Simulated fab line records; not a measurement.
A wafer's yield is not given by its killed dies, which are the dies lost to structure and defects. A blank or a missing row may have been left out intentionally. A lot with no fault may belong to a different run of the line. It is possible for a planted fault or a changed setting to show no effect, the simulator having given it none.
Split-lot experiment -- flow n5 finfet -- 21 wafers read from 7 lots, route of 1938 steps

SPLIT DETAILS
At N5_BEOL_M3_COAT_76 (time 60 s, resist thk 5 nm), the setting spin rpm was moved away from the recipe's 1500 rpm on 7 of the 21 wafers read, by -8.7% to +9.3%. This setting was run at the recipe's value on the other wafers.

FROM THE SPLIT TO THE READING: what the file shows between them, 4 steps
- N5_BEOL_M3_EXPOSE_25: exposes mask V2, defocus 5 nm (also split here: dose mj)
- N5_BEOL_M3_PEB_26: peb time 60 s
- N5_BEOL_M3_DEVELOP_27: develop time 30 s
- N5_BEOL_M3_DESCUM_33: chemistry O2, time 7 s

THE READING
etch.depth nm (the simulator's own value, which no gauge read), in nm, at N5_BEOL_M3_ETCH_77 (etches underlayer in N2/H2, target depth 6.5 nm, time 5.2 s). The file gives no usual value for it. Average 5.003 nm, standard deviation 0.012 nm, over the 14 wafers here run with the recipe.

wafer,"tool, chamber at the split","spin rpm as run, rpm",against the recipe,"etch.depth nm, nm",against lot-mates on the recipe
L074.2,"litho track-03, 0",1500,recipe,5.001,-
L074.3,"litho track-03, 0",1369,-8.7%,5.224,+0.223
L074.4,"litho track-03, 0",1369,-8.7%,5.229,+0.228
L076.1,"litho track-02, 0",1433,-4.5%,5.124,+0.110
L076.2,"litho track-02, 0",1500,recipe,5.018,-
L076.5,"litho track-02, 0",1500,recipe,5.01,-
L084.3,"litho track-03, 0",1500,recipe,5,-
L084.5,"litho track-03, 0",1500,recipe,5.008,-
L084.6,"litho track-03, 0",1500,recipe,5.005,-
L085.1,"litho track-01, 0",1500,recipe,5.019,-
L085.6,"litho track-01, 0",1500,recipe,5.019,-
L085.5,"litho track-01, 0",1500,recipe,5.008,-
L092.1,"litho track-03, 0",1639,+9.3%,4.776,-0.221
L092.2,"litho track-03, 0",1639,+9.3%,4.787,-0.210
L092.3,"litho track-03, 0",1500,recipe,4.997,-
L093.2,"litho track-02, 0",1426,-4.9%,5.127,+0.141
L093.3,"litho track-02, 0",1500,recipe,4.992,-
L093.4,"litho track-02, 0",1500,recipe,4.979,-
L091.1,"litho track-03, 0",1500,recipe,4.993,-
L091.5,"litho track-03, 0",1579,+5.3%,4.866,-0.124
L091.6,"litho track-03, 0",1500,recipe,4.987,-

THE FIT
A straight line over all 21 wafers: etch.depth nm changes by -0.0249 nm for each +1% of spin rpm; r = -1.00; the points scatter about the line by 0.011 nm.
The same after taking each lot's own level away (the mean of its wafers on the recipe; 21 wafers): -0.0246 nm for each +1%; r = -1.00; scatter 0.0074 nm.
According to that fit, moving spin rpm by its largest amount changes the reading by 0.23 nm.
Measured against the standard deviation above, the lots' own levels, which go from 4.9855 to 5.0153 nm, span 2.5 times it.
The two slopes agree, so the slope changes little with the lot-to-lot level.
Check: with one of the wafers moved furthest among these (+9.3%) left out of the fit, the line predicts -0.226 nm for it against its lot-mates. It came out at -0.221 nm against them.

OTHER SPLITS ON THESE WAFERS
These wafers also went through other splits before the reading. Each is held against what the fit with the lots' levels taken away leaves over:
other split on the same wafers,wafers away from the commonest value,r with etch.depth nm (lot level and that fit taken away)
N5_BEOL_M2_DESCUM_33 time s,7,-0.02
N5_BEOL_M2_ETCH_69 bias w,6,+0.17
N5_BEOL_M3_EXPOSE_25 dose mj,6,-0.19

FILE'S OWN FIT
etch.depth nm changes by -0.0248 nm for each +1% of spin rpm, r = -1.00.
